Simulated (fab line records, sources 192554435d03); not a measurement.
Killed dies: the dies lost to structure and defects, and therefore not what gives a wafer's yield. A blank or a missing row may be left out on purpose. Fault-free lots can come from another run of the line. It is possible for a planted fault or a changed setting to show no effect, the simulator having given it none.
Which tool is to blame? -- flow n5_finfet -- 10 lots with 30 wafers sampled at 3 steps, on a route of 1938 steps

== WHAT THE GAUGES READ, wafer by wafer ==
N5_BEOL_M4_RC_MEAS_101.
lot,measured,on,RS_NWELL (ohm/sq)
L368,day 9 01:15,prober-02,1040 1034 1049
L369,day 9 10:55,prober-02,1040 1027 1039
L371,day 10 10:31,prober-02,1036 1030 1044
L373,day 11 14:48,prober-02,1039 1028 1046
L376,day 11 14:51,prober-01,1051 1037 1043
L378,day 13 17:03,prober-01,1030 1032 1027
L380,day 13 08:50,prober-02,1041 1036 1042
L382,day 14 22:52,prober-02,1408 1396 1406
L383,day 14 20:09,prober-02,1045 1052 1046
L384,day 14 18:17,prober-01,1407 1403 1409

== WHICH TOOL RAN EACH LOT (tool, then ch and the chambers of the sampled wafers, then the start) ==
lot,N5_ZERO_LAYER_ETCH_18,N5_WELL_APT_IMPLANT_14
L368,"rie_si-04 ch 0,1, day 2 07:00","implanter-01 ch 0, day 2 08:01"
L369,"rie_si-05 ch 1,3, day 2 12:50","implanter-01 ch 0, day 2 14:24"
L371,"rie_si-04 ch 0,1,3, day 3 00:47","implanter-01 ch 0, day 3 01:44"
L373,"rie_si-02 ch 1,2, day 3 13:21","implanter-02 ch 0, day 3 14:37"
L376,"rie_si-04 ch 0,2,3, day 4 07:03","implanter-01 ch 0, day 4 08:02"
L378,"rie_si-02 ch 0,1, day 4 18:47","implanter-02 ch 0, day 4 20:04"
L380,"rie_si-04 ch 1,3, day 5 06:47","implanter-02 ch 0, day 5 07:46"
L382,"rie_si-05 ch 1,2,3, day 5 18:55","implanter-02 ch 0, day 5 19:53"
L383,"rie_si-02 ch 0,2,3, day 6 00:47","implanter-01 ch 0, day 6 01:56"
L384,"rie_si-05 ch 2,3, day 6 06:50","implanter-02 ch 0, day 6 07:59"
- N5_ZERO_LAYER_ETCH_18: etches Si in HBr/Cl2, target depth 120 nm, time 40 s.
- N5_WELL_APT_IMPLANT_14

== THE ANSWER, worked out from the rows above alone ==
Rule: the usual values come from the lots themselves. The widest of any qualifying gaps counts: lots, ordered by their means at a reading, are off when they make up no more than a third of the lots, leave a main group of 4 or more, and stand apart from it by 3 or more times the standard deviation of that group's means. Not used: any main group whose means are identical at the precision the tables above print for the reading. Also off: a lot with no number at a reading for which 4 or more lots have one. Where the step has rows for the other lots, those lots are counted as sound.
Off: L382, L384, seen at N5_BEOL_M4_RC_MEAS_101 (RS_NWELL). Main group: mean 1039 ohm/sq, sd 5.1.
A tool fits if, at a process step before that reading, it ran every lot that is off, and no sound lot after the first of them. The gauges at N5_BEOL_M4_RC_MEAS_101 are tried like those tools. Undecided on this evidence; 2 tools fit (rie_si-05 at N5_ZERO_LAYER_ETCH_18, implanter-02 at N5_WELL_APT_IMPLANT_14).

== WHAT THE SIMULATOR HAD INSERTED ==
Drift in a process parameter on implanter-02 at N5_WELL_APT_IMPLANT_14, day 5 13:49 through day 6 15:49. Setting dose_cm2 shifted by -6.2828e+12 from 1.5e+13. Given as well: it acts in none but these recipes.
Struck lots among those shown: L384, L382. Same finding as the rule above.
